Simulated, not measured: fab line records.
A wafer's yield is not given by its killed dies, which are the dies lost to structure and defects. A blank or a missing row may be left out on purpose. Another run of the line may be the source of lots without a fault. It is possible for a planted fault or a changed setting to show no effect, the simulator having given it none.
What tool caused it? || flow nand_harc || 24 lots with 72 wafers sampled at 6 steps, on a route of 1159 steps

## WHAT THE GAUGES READ, wafer by wafer
Not one reading of a measure or inspect step in the record can be checked against a usual standard deviation.

## TOOL THAT RAN EACH LOT (tool first, then ch and the chambers of the sampled wafers, then the start)
{"lot": "L075", "NHARC_A_CONTACT_ETCH_112": "har_cap_etch-03 ch 0,1, day 16 11:43", "NHARC_A_CONTACT_ETCH_124": "har_cap_etch-01 ch 0, day 16 20:10", "NHARC_A_CONTACT_ETCH_127": "har_cap_etch-01 ch 0, day 16 20:39", "NHARC_A_CONTACT_ETCH_130": "har_cap_etch-01 ch 0, day 16 21:04", "NHARC_A_CONTACT_ETCH_133": "har_cap_etch-01 ch 0, day 16 21:31", "NHARC_A_CONTACT_STRIP_82": "rie_diel-08 ch 0,1, no start"}
{"lot": "L078", "NHARC_A_CONTACT_ETCH_112": "har_cap_etch-01 ch 0,1, day 16 18:32", "NHARC_A_CONTACT_ETCH_124": "har_cap_etch-01 ch 0,1, day 17 04:11", "NHARC_A_CONTACT_ETCH_127": "har_cap_etch-01 ch 0,1, day 17 04:40", "NHARC_A_CONTACT_ETCH_130": "har_cap_etch-01 ch 0,1, day 17 05:05", "NHARC_A_CONTACT_ETCH_133": "har_cap_etch-01 ch 0,1, day 17 05:31", "NHARC_A_CONTACT_STRIP_82": "rie_diel-11 ch 0,2, no start"}
{"lot": "L077", "NHARC_A_CONTACT_ETCH_112": "har_cap_etch-03 ch 0,1, day 16 20:10", "NHARC_A_CONTACT_ETCH_124": "har_cap_etch-02 ch 0, day 17 06:22", "NHARC_A_CONTACT_ETCH_127": "har_cap_etch-02 ch 0, day 17 06:50", "NHARC_A_CONTACT_ETCH_130": "har_cap_etch-02 ch 0, day 17 07:16", "NHARC_A_CONTACT_ETCH_133": "har_cap_etch-02 ch 0, day 17 07:43", "NHARC_A_CONTACT_STRIP_82": "rie_diel-10 ch 0,3, no start"}
{"lot": "L074", "NHARC_A_CONTACT_ETCH_112": "har_cap_etch-01 ch 0,1, day 16 23:56", "NHARC_A_CONTACT_ETCH_124": "har_cap_etch-03 ch 0,1, day 17 07:53", "NHARC_A_CONTACT_ETCH_127": "har_cap_etch-03 ch 0,1, day 17 08:22", "NHARC_A_CONTACT_ETCH_130": "har_cap_etch-03 ch 0,1, day 17 08:47", "NHARC_A_CONTACT_ETCH_133": "har_cap_etch-03 ch 0,1, day 17 09:13", "NHARC_A_CONTACT_STRIP_82": "rie_diel-08 ch 0,2,3, no start"}
{"lot": "L079", "NHARC_A_CONTACT_ETCH_112": "har_cap_etch-03 ch 0,1, day 17 02:22", "NHARC_A_CONTACT_ETCH_124": "har_cap_etch-01 ch 0,1, day 17 10:08", "NHARC_A_CONTACT_ETCH_127": "har_cap_etch-01 ch 0,1, day 17 10:35", "NHARC_A_CONTACT_ETCH_130": "har_cap_etch-01 ch 0,1, day 17 11:01", "NHARC_A_CONTACT_ETCH_133": "har_cap_etch-01 ch 0,1, day 17 11:29", "NHARC_A_CONTACT_STRIP_82": "rie_diel-11 ch 0,1,2, no start"}
{"lot": "L076", "NHARC_A_CONTACT_ETCH_112": "har_cap_etch-03 ch 0,1, day 17 05:43", "NHARC_A_CONTACT_ETCH_124": "har_cap_etch-01 ch 0,1, day 17 12:32", "NHARC_A_CONTACT_ETCH_127": "har_cap_etch-01 ch 0,1, day 17 13:01", "NHARC_A_CONTACT_ETCH_130": "har_cap_etch-01 ch 0,1, day 17 13:26", "NHARC_A_CONTACT_ETCH_133": "har_cap_etch-01 ch 0,1, day 17 13:52", "NHARC_A_CONTACT_STRIP_82": "rie_diel-08 ch 0,3, no start"}
{"lot": "L080", "NHARC_A_CONTACT_ETCH_112": "har_cap_etch-02 ch 0,1, day 17 10:40", "NHARC_A_CONTACT_ETCH_124": "har_cap_etch-03 ch 0,1, day 17 19:26", "NHARC_A_CONTACT_ETCH_127": "har_cap_etch-03 ch 0,1, day 17 19:56", "NHARC_A_CONTACT_ETCH_130": "har_cap_etch-03 ch 0,1, day 17 20:21", "NHARC_A_CONTACT_ETCH_133": "har_cap_etch-03 ch 0,1, day 17 20:47", "NHARC_A_CONTACT_STRIP_82": "rie_diel-08 ch 0,2, no start"}
{"lot": "L081", "NHARC_A_CONTACT_ETCH_112": "har_cap_etch-01 ch 0,1, day 17 21:22", "NHARC_A_CONTACT_ETCH_124": "har_cap_etch-02 ch 0,1, day 18 04:50", "NHARC_A_CONTACT_ETCH_127": "har_cap_etch-02 ch 0,1, day 18 05:18", "NHARC_A_CONTACT_ETCH_130": "har_cap_etch-02 ch 0,1, day 18 05:44", "NHARC_A_CONTACT_ETCH_133": "har_cap_etch-02 ch 0,1, day 18 06:10", "NHARC_A_CONTACT_STRIP_82": "rie_diel-10 ch 1,2,3, no start"}
{"lot": "L082", "NHARC_A_CONTACT_ETCH_112": "har_cap_etch-01 ch 0, day 18 11:12", "NHARC_A_CONTACT_ETCH_124": "har_cap_etch-02 ch 0,1, day 18 17:59", "NHARC_A_CONTACT_ETCH_127": "har_cap_etch-02 ch 0,1, day 18 18:28", "NHARC_A_CONTACT_ETCH_130": "har_cap_etch-02 ch 0,1, day 18 18:53", "NHARC_A_CONTACT_ETCH_133": "har_cap_etch-02 ch 0,1, day 18 19:20", "NHARC_A_CONTACT_STRIP_82": "rie_diel-10 ch 0,1,3, no start"}
{"lot": "L083", "NHARC_A_CONTACT_ETCH_112": "har_cap_etch-03 ch 0,1, day 18 21:40", "NHARC_A_CONTACT_ETCH_124": "har_cap_etch-01 ch 0,1, day 19 04:53", "NHARC_A_CONTACT_ETCH_127": "har_cap_etch-01 ch 0,1, day 19 05:23", "NHARC_A_CONTACT_ETCH_130": "har_cap_etch-01 ch 0,1, day 19 05:48", "NHARC_A_CONTACT_ETCH_133": "har_cap_etch-01 ch 0,1, day 19 06:14", "NHARC_A_CONTACT_STRIP_82": "rie_diel-08 ch 1,2,3, no start"}
{"lot": "L084", "NHARC_A_CONTACT_ETCH_112": "har_cap_etch-02 ch 0,1, day 19 03:10", "NHARC_A_CONTACT_ETCH_124": "har_cap_etch-02 ch 0,1, day 19 10:23", "NHARC_A_CONTACT_ETCH_127": "har_cap_etch-02 ch 0,1, day 19 10:52", "NHARC_A_CONTACT_ETCH_130": "har_cap_etch-02 ch 0,1, day 19 11:17", "NHARC_A_CONTACT_ETCH_133": "har_cap_etch-02 ch 0,1, day 19 11:43", "NHARC_A_CONTACT_STRIP_82": "rie_diel-11 ch 0,1,3, no start"}
{"lot": "L085", "NHARC_A_CONTACT_ETCH_112": "har_cap_etch-03 ch 0, day 19 03:36", "NHARC_A_CONTACT_ETCH_124": "har_cap_etch-03 ch 0, day 19 10:07", "NHARC_A_CONTACT_ETCH_127": "har_cap_etch-03 ch 0, day 19 10:35", "NHARC_A_CONTACT_ETCH_130": "har_cap_etch-03 ch 0, day 19 11:01", "NHARC_A_CONTACT_ETCH_133": "har_cap_etch-03 ch 0, day 19 11:28", "NHARC_A_CONTACT_STRIP_82": "rie_diel-08 ch 0,2, no start"}
{"lot": "L086", "NHARC_A_CONTACT_ETCH_112": "har_cap_etch-03 ch 0,1, day 19 13:09", "NHARC_A_CONTACT_ETCH_124": "har_cap_etch-02 ch 0,1, day 19 22:55", "NHARC_A_CONTACT_ETCH_127": "har_cap_etch-02 ch 0,1, day 19 23:23", "NHARC_A_CONTACT_ETCH_130": "har_cap_etch-02 ch 0,1, day 19 23:49", "NHARC_A_CONTACT_ETCH_133": "har_cap_etch-02 ch 0,1, day 20 00:16", "NHARC_A_CONTACT_STRIP_82": "rie_diel-10 ch 2,3, no start"}
{"lot": "L088", "NHARC_A_CONTACT_ETCH_112": "har_cap_etch-02 ch 0,1, day 19 15:01", "NHARC_A_CONTACT_ETCH_124": "har_cap_etch-01 ch 0,1, day 20 02:58", "NHARC_A_CONTACT_ETCH_127": "har_cap_etch-01 ch 0,1, day 20 03:27", "NHARC_A_CONTACT_ETCH_130": "har_cap_etch-01 ch 0,1, day 20 03:53", "NHARC_A_CONTACT_ETCH_133": "har_cap_etch-01 ch 0,1, day 20 04:18", "NHARC_A_CONTACT_STRIP_82": "rie_diel-11 ch 0,3, no start"}
{"lot": "L090", "NHARC_A_CONTACT_ETCH_112": "har_cap_etch-03 ch 0,1, day 19 17:34", "NHARC_A_CONTACT_ETCH_124": "har_cap_etch-01 ch 0,1, day 20 04:37", "NHARC_A_CONTACT_ETCH_127": "har_cap_etch-01 ch 0,1, day 20 05:05", "NHARC_A_CONTACT_ETCH_130": "har_cap_etch-01 ch 0,1, day 20 05:31", "NHARC_A_CONTACT_ETCH_133": "har_cap_etch-01 ch 0,1, day 20 05:58", "NHARC_A_CONTACT_STRIP_82": "rie_diel-10 ch 0,2,3, no start"}
{"lot": "L089", "NHARC_A_CONTACT_ETCH_112": "har_cap_etch-01 ch 1, day 19 20:15", "NHARC_A_CONTACT_ETCH_124": "har_cap_etch-03 ch 0,1, day 20 04:15", "NHARC_A_CONTACT_ETCH_127": "har_cap_etch-03 ch 0,1, day 20 04:43", "NHARC_A_CONTACT_ETCH_130": "har_cap_etch-03 ch 0,1, day 20 05:09", "NHARC_A_CONTACT_ETCH_133": "har_cap_etch-03 ch 0,1, day 20 05:35", "NHARC_A_CONTACT_STRIP_82": "rie_diel-08 ch 0,2,3, no start"}
{"lot": "L087", "NHARC_A_CONTACT_ETCH_112": "har_cap_etch-03 ch 0,1, day 20 02:56", "NHARC_A_CONTACT_ETCH_124": "har_cap_etch-01 ch 0,1, day 20 10:39", "NHARC_A_CONTACT_ETCH_127": "har_cap_etch-01 ch 0,1, day 20 11:06", "NHARC_A_CONTACT_ETCH_130": "har_cap_etch-01 ch 0,1, day 20 11:32", "NHARC_A_CONTACT_ETCH_133": "har_cap_etch-01 ch 0,1, day 20 12:01", "NHARC_A_CONTACT_STRIP_82": "rie_diel-08 ch 0,2,3, no start"}
{"lot": "L091", "NHARC_A_CONTACT_ETCH_112": "har_cap_etch-03 ch 0,1, day 20 10:40", "NHARC_A_CONTACT_ETCH_124": "har_cap_etch-02 ch 0,1, day 20 17:22", "NHARC_A_CONTACT_ETCH_127": "har_cap_etch-02 ch 0,1, day 20 17:51", "NHARC_A_CONTACT_ETCH_130": "har_cap_etch-02 ch 0,1, day 20 18:17", "NHARC_A_CONTACT_ETCH_133": "har_cap_etch-02 ch 0,1, day 20 18:43", "NHARC_A_CONTACT_STRIP_82": "rie_diel-11 ch 0,1,3, no start"}
{"lot": "L092", "NHARC_A_CONTACT_ETCH_112": "har_cap_etch-03 ch 0,1, day 21 01:33", "NHARC_A_CONTACT_ETCH_124": "har_cap_etch-03 ch 0,1, day 21 08:57", "NHARC_A_CONTACT_ETCH_127": "har_cap_etch-03 ch 0,1, day 21 09:25", "NHARC_A_CONTACT_ETCH_130": "har_cap_etch-03 ch 0,1, day 21 09:50", "NHARC_A_CONTACT_ETCH_133": "har_cap_etch-03 ch 0,1, day 21 10:18", "NHARC_A_CONTACT_STRIP_82": "rie_diel-10 ch 1,2, no start"}
{"lot": "L093", "NHARC_A_CONTACT_ETCH_112": "har_cap_etch-01 ch 0, day 21 02:01", "NHARC_A_CONTACT_ETCH_124": "har_cap_etch-01 ch 0,1, day 21 09:17", "NHARC_A_CONTACT_ETCH_127": "har_cap_etch-01 ch 0,1, day 21 09:46", "NHARC_A_CONTACT_ETCH_130": "har_cap_etch-01 ch 0,1, day 21 10:11", "NHARC_A_CONTACT_ETCH_133": "har_cap_etch-01 ch 0,1, day 21 10:38", "NHARC_A_CONTACT_STRIP_82": "rie_diel-08 ch 0,3, no start"}
{"lot": "L096", "NHARC_A_CONTACT_ETCH_112": "har_cap_etch-01 ch 0,1, day 21 16:54", "NHARC_A_CONTACT_ETCH_124": "har_cap_etch-03 ch 0,1, day 21 23:23", "NHARC_A_CONTACT_ETCH_127": "har_cap_etch-03 ch 0,1, day 21 23:52", "NHARC_A_CONTACT_ETCH_130": "har_cap_etch-03 ch 0,1, day 22 00:17", "NHARC_A_CONTACT_ETCH_133": "har_cap_etch-03 ch 0,1, day 22 00:46", "NHARC_A_CONTACT_STRIP_82": "rie_diel-08 ch 1,2, no start"}
{"lot": "L094", "NHARC_A_CONTACT_ETCH_112": "har_cap_etch-02 ch 0,1, day 21 19:03", "NHARC_A_CONTACT_ETCH_124": "har_cap_etch-02 ch 0,1, day 22 02:31", "NHARC_A_CONTACT_ETCH_127": "har_cap_etch-02 ch 0,1, day 22 02:59", "NHARC_A_CONTACT_ETCH_130": "har_cap_etch-02 ch 0,1, day 22 03:25", "NHARC_A_CONTACT_ETCH_133": "har_cap_etch-02 ch 0,1, day 22 03:51", "NHARC_A_CONTACT_STRIP_82": "rie_diel-08 ch 1,2,3, no start"}
{"lot": "L095", "NHARC_A_CONTACT_ETCH_112": "har_cap_etch-01 ch 0,1, day 22 02:02", "NHARC_A_CONTACT_ETCH_124": "har_cap_etch-01 ch 0,1, day 22 08:40", "NHARC_A_CONTACT_ETCH_127": "har_cap_etch-01 ch 0,1, day 22 09:08", "NHARC_A_CONTACT_ETCH_130": "har_cap_etch-01 ch 0,1, day 22 09:33", "NHARC_A_CONTACT_ETCH_133": "har_cap_etch-01 ch 0,1, day 22 10:01", "NHARC_A_CONTACT_STRIP_82": "rie_diel-11 ch 1,3, no start"}
{"lot": "L097", "NHARC_A_CONTACT_ETCH_112": "har_cap_etch-01 ch 0,1, day 22 22:19", "NHARC_A_CONTACT_ETCH_124": "har_cap_etch-01 ch 0,1, day 23 05:11", "NHARC_A_CONTACT_ETCH_127": "har_cap_etch-01 ch 0,1, day 23 05:38", "NHARC_A_CONTACT_ETCH_130": "har_cap_etch-01 ch 0,1, day 23 06:03", "NHARC_A_CONTACT_ETCH_133": "har_cap_etch-01 ch 0,1, day 23 06:33", "NHARC_A_CONTACT_STRIP_82": "rie_diel-08 ch 0,3, no start"}
- NHARC_A_CONTACT_ETCH_112: etches the open film in C4F8/O2/Ar, time 94 s, target depth 922 nm.
- NHARC_A_CONTACT_ETCH_124: etches the open film in C4F8/O2/Ar, time 140 s, target depth 700 nm.
- NHARC_A_CONTACT_ETCH_127: etches the open film in C4F8/O2/Ar, time 155 s, target depth 956 nm.
- NHARC_A_CONTACT_ETCH_130: etches the open film in C4F8/O2/Ar, time 155 s, target depth 956 nm.
- NHARC_A_CONTACT_ETCH_133: etches the open film in C4F8/O2/Ar, time 195 s, target depth 840 nm.
- NHARC_A_CONTACT_STRIP_82: strips in O2.

## AS READ BY THE TOOLS THEMSELVES (means over the sampled wafers that have a number; for cases with no such wafer, the mark the record gives instead)
NHARC_A_CONTACT_STRIP_82. Usual: drypump_motor_current_A 5.8 A, standard deviation 0.38; oes_product_au 1.000 a.u., standard deviation 0.01; rf_vpp_V 57.6 V, standard deviation 0.85; showerhead_plenum_p_Torr 3.49 Torr, standard deviation 0.13; throttle_valve_pct 17.037 %, standard deviation 0.0093.
{"lot": "L075", "tool": "rie_diel-08", "drypump_motor_current_A (A)": 6.0, "oes_product_au (a.u.)": 1.013, "rf_vpp_V (V)": 57.5, "showerhead_plenum_p_Torr (Torr)": 3.56, "throttle_valve_pct (%)": 17.035, "flag": ""}
{"lot": "L078", "tool": "rie_diel-11", "drypump_motor_current_A (A)": 6.1, "oes_product_au (a.u.)": 0.999, "rf_vpp_V (V)": 57.6, "showerhead_plenum_p_Torr (Torr)": 3.37, "throttle_valve_pct (%)": 17.034, "flag": ""}
{"lot": "L077", "tool": "rie_diel-10", "drypump_motor_current_A (A)": 5.7, "oes_product_au (a.u.)": 0.996, "rf_vpp_V (V)": 58.0, "showerhead_plenum_p_Torr (Torr)": 3.52, "throttle_valve_pct (%)": 17.041, "flag": ""}
{"lot": "L074", "tool": "rie_diel-08", "drypump_motor_current_A (A)": 5.7, "oes_product_au (a.u.)": 1.004, "rf_vpp_V (V)": 57.7, "showerhead_plenum_p_Torr (Torr)": 3.43, "throttle_valve_pct (%)": 17.043, "flag": ""}
{"lot": "L079", "tool": "rie_diel-11", "drypump_motor_current_A (A)": 6.1, "oes_product_au (a.u.)": 1.004, "rf_vpp_V (V)": 57.9, "showerhead_plenum_p_Torr (Torr)": 3.43, "throttle_valve_pct (%)": 17.037, "flag": ""}
{"lot": "L076", "tool": "rie_diel-08", "drypump_motor_current_A (A)": 5.7, "oes_product_au (a.u.)": 1.009, "rf_vpp_V (V)": 58.1, "showerhead_plenum_p_Torr (Torr)": 3.50, "throttle_valve_pct (%)": 17.027, "flag": ""}
{"lot": "L080", "tool": "rie_diel-08", "drypump_motor_current_A (A)": 5.8, "oes_product_au (a.u.)": 1.008, "rf_vpp_V (V)": 57.5, "showerhead_plenum_p_Torr (Torr)": 3.36, "throttle_valve_pct (%)": 17.026, "flag": ""}
{"lot": "L081", "tool": "rie_diel-10", "drypump_motor_current_A (A)": 5.4, "oes_product_au (a.u.)": 0.993, "rf_vpp_V (V)": 57.2, "showerhead_plenum_p_Torr (Torr)": 3.49, "throttle_valve_pct (%)": 17.039, "flag": ""}
{"lot": "L082", "tool": "rie_diel-10", "drypump_motor_current_A (A)": 5.5, "oes_product_au (a.u.)": 0.985, "rf_vpp_V (V)": 57.7, "showerhead_plenum_p_Torr (Torr)": 3.46, "throttle_valve_pct (%)": 17.035, "flag": ""}
{"lot": "L083", "tool": "rie_diel-08", "drypump_motor_current_A (A)": 6.0, "oes_product_au (a.u.)": 1.007, "rf_vpp_V (V)": 57.7, "showerhead_plenum_p_Torr (Torr)": 3.50, "throttle_valve_pct (%)": 17.037, "flag": ""}
{"lot": "L084", "tool": "rie_diel-11", "drypump_motor_current_A (A)": 6.3, "oes_product_au (a.u.)": 1.003, "rf_vpp_V (V)": 58.3, "showerhead_plenum_p_Torr (Torr)": 3.61, "throttle_valve_pct (%)": 17.048, "flag": ""}
{"lot": "L085", "tool": "rie_diel-08", "drypump_motor_current_A (A)": 5.8, "oes_product_au (a.u.)": 0.994, "rf_vpp_V (V)": 56.9, "showerhead_plenum_p_Torr (Torr)": 3.35, "throttle_valve_pct (%)": 17.040, "flag": ""}
{"lot": "L086", "tool": "rie_diel-10", "drypump_motor_current_A (A)": 5.5, "oes_product_au (a.u.)": 0.998, "rf_vpp_V (V)": 57.9, "showerhead_plenum_p_Torr (Torr)": 3.56, "throttle_valve_pct (%)": 17.042, "flag": ""}
{"lot": "L088", "tool": "rie_diel-11", "drypump_motor_current_A (A)": 6.4, "oes_product_au (a.u.)": 1.004, "rf_vpp_V (V)": 57.3, "showerhead_plenum_p_Torr (Torr)": 3.65, "throttle_valve_pct (%)": 17.033, "flag": ""}
{"lot": "L090", "tool": "rie_diel-10", "drypump_motor_current_A (A)": 5.6, "oes_product_au (a.u.)": 0.989, "rf_vpp_V (V)": 58.1, "showerhead_plenum_p_Torr (Torr)": 3.54, "throttle_valve_pct (%)": 17.035, "flag": ""}
{"lot": "L089", "tool": "rie_diel-08", "drypump_motor_current_A (A)": 5.7, "oes_product_au (a.u.)": 1.012, "rf_vpp_V (V)": 58.2, "showerhead_plenum_p_Torr (Torr)": 3.42, "throttle_valve_pct (%)": 17.040, "flag": ""}
{"lot": "L087", "tool": "rie_diel-08", "drypump_motor_current_A (A)": 5.7, "oes_product_au (a.u.)": 0.997, "rf_vpp_V (V)": 58.1, "showerhead_plenum_p_Torr (Torr)": 3.42, "throttle_valve_pct (%)": 17.030, "flag": ""}
{"lot": "L091", "tool": "rie_diel-11", "drypump_motor_current_A (A)": 6.3, "oes_product_au (a.u.)": 1.003, "rf_vpp_V (V)": 57.0, "showerhead_plenum_p_Torr (Torr)": 3.60, "throttle_valve_pct (%)": 17.033, "flag": ""}
{"lot": "L092", "tool": "rie_diel-10", "drypump_motor_current_A (A)": 5.2, "oes_product_au (a.u.)": 0.989, "rf_vpp_V (V)": 58.0, "showerhead_plenum_p_Torr (Torr)": 3.48, "throttle_valve_pct (%)": 17.041, "flag": ""}
{"lot": "L093", "tool": "rie_diel-08", "drypump_motor_current_A (A)": 5.6, "oes_product_au (a.u.)": 1.000, "rf_vpp_V (V)": 57.5, "showerhead_plenum_p_Torr (Torr)": 3.49, "throttle_valve_pct (%)": 17.029, "flag": ""}
{"lot": "L096", "tool": "rie_diel-08", "drypump_motor_current_A (A)": 6.0, "oes_product_au (a.u.)": 0.996, "rf_vpp_V (V)": 57.2, "showerhead_plenum_p_Torr (Torr)": 3.42, "throttle_valve_pct (%)": 17.050, "flag": ""}
{"lot": "L094", "tool": "rie_diel-08", "drypump_motor_current_A (A)": 6.0, "oes_product_au (a.u.)": 1.006, "rf_vpp_V (V)": 57.3, "showerhead_plenum_p_Torr (Torr)": 3.49, "throttle_valve_pct (%)": 17.030, "flag": ""}
{"lot": "L095", "tool": "rie_diel-11", "drypump_motor_current_A (A)": 6.4, "oes_product_au (a.u.)": 0.992, "rf_vpp_V (V)": 57.5, "showerhead_plenum_p_Torr (Torr)": 3.52, "throttle_valve_pct (%)": 17.033, "flag": ""}
{"lot": "L097", "tool": "rie_diel-08", "drypump_motor_current_A (A)": 5.7, "oes_product_au (a.u.)": 0.999, "rf_vpp_V (V)": 58.2, "showerhead_plenum_p_Torr (Torr)": 3.49, "throttle_valve_pct (%)": 17.037, "flag": ""}

## THE ANSWER, worked out from the rows above alone
Rule: a lot counts as off when the mean over its wafers that have a number is more than 3 standard deviations away from the usual mean. Also off: a lot with no number at a reading for which 4 or more lots have one. Any other lot the step has rows for is counted as sound. The gauges are gone through in route order, then the tools' own readings, and for those a lot's mean is taken as printed above. The first step at which some lot is off is used, and at that step the reading that is off furthest; a lot without a number counts as furthest.
Across all readings shown, no lot is off: no conclusion can be drawn from this.

## WHAT THE SIMULATOR HAD INSERTED
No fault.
